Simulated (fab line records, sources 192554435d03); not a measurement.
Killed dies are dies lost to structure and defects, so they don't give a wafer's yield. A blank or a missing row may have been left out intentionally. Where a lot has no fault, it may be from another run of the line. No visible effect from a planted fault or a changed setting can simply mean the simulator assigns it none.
The same fault as seen by 2 desks / flow n5_finfet / numbers are kept per desk, each desk with only its own; the story behind them comes last

## AT THE METROLOGY DESK
Means of the sampled wafers that have a number, per lot and without regard to the tool the lot ran on: this is what the gauges read. Any lot whose mean is over 4 standard deviations away from the usual mean is out of limits and marked OUT; that distance is given in the brackets.
Columns: A = M7_OVL at N5_BEOL_M7_OVL_MEAS_12, usual 0.1 nm; B = cd_nm at N5_BEOL_M7_CD_MEAS_28, usual 39.96 nm
lot=L633; first seen here=day 8 20:47; A=0.8; B=39.87
lot=L634; first seen here=day 9 03:05; A=0.1; B=40.01
lot=L635; first seen here=day 9 03:13; A=0.7; B=40.09
lot=L636; first seen here=day 9 07:04; A=0.2; B=39.98
lot=L637; first seen here=day 9 19:56; A=0.6; B=39.73
lot=L638; first seen here=day 10 01:16; A=-0.1; B=39.97
lot=L646; first seen here=day 12 07:55; A=0.5; B=39.76
lot=L645; first seen here=day 12 08:11; A=-0.1; B=40.18
lot=L649; first seen here=day 13 11:46; A=0.3; B=39.96
lot=L652; first seen here=day 14 15:09; A=0.4; B=39.98
lot=L654; first seen here=day 14 23:11; A=-0.0; B=40.08
Result from this desk: across the 11 lots, nothing is out of limits.

## AT THE TOOL OWNER'S DESK: litho_track-03
The tool's own readings at N5_BEOL_M7_COAT_64 (time 60 s, resist thk 12 nm): means of the sampled wafers that have a number, for each lot that ran on this tool. Any lot whose mean is over 4 standard deviations away from the usual mean is out of limits and marked OUT; that distance is given in the brackets.
Columns: A = chill_plate_temp_C at N5_BEOL_M7_COAT_64, usual 22.98 C; B = spin_speed_rpm at N5_BEOL_M7_COAT_64, usual 1500.2 rpm
lot=L633; first seen here=day 8 22:10; A=22.97; B=1500.3
lot=L634; first seen here=day 9 04:12; A=22.96; B=1499.3
lot=L646; first seen here=day 12 09:52; A=23.04; B=1419.3 (-81) OUT
lot=L645; first seen here=day 12 09:58; A=22.90; B=1422.1 (-78) OUT
Finding of this desk: L645, L646 out of limits; the first was L646 at day 12 09:52, on spin_speed_rpm at N5_BEOL_M7_COAT_64. In limits: L633, L634.

## PUT TOGETHER
The tool owner's desk could have raised an alarm at day 12 09:52, on L645, L646.
From the metrology desk's view, nothing was out of limits.
The metrology desk holds a record of L645, L646, inside its limits.
Of the lots named, all ran N5_BEOL_M7_COAT_64 on litho_track-03.

## WHAT WAS PUT IN BY THE SIMULATOR
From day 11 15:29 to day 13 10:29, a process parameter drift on litho_track-03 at N5_BEOL_M7_COAT_64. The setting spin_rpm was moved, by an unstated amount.
Shown lots that were struck: L645, L646.
Hours from the fault's start to each desk's first reading out of limits: the tool owner's desk, 18.
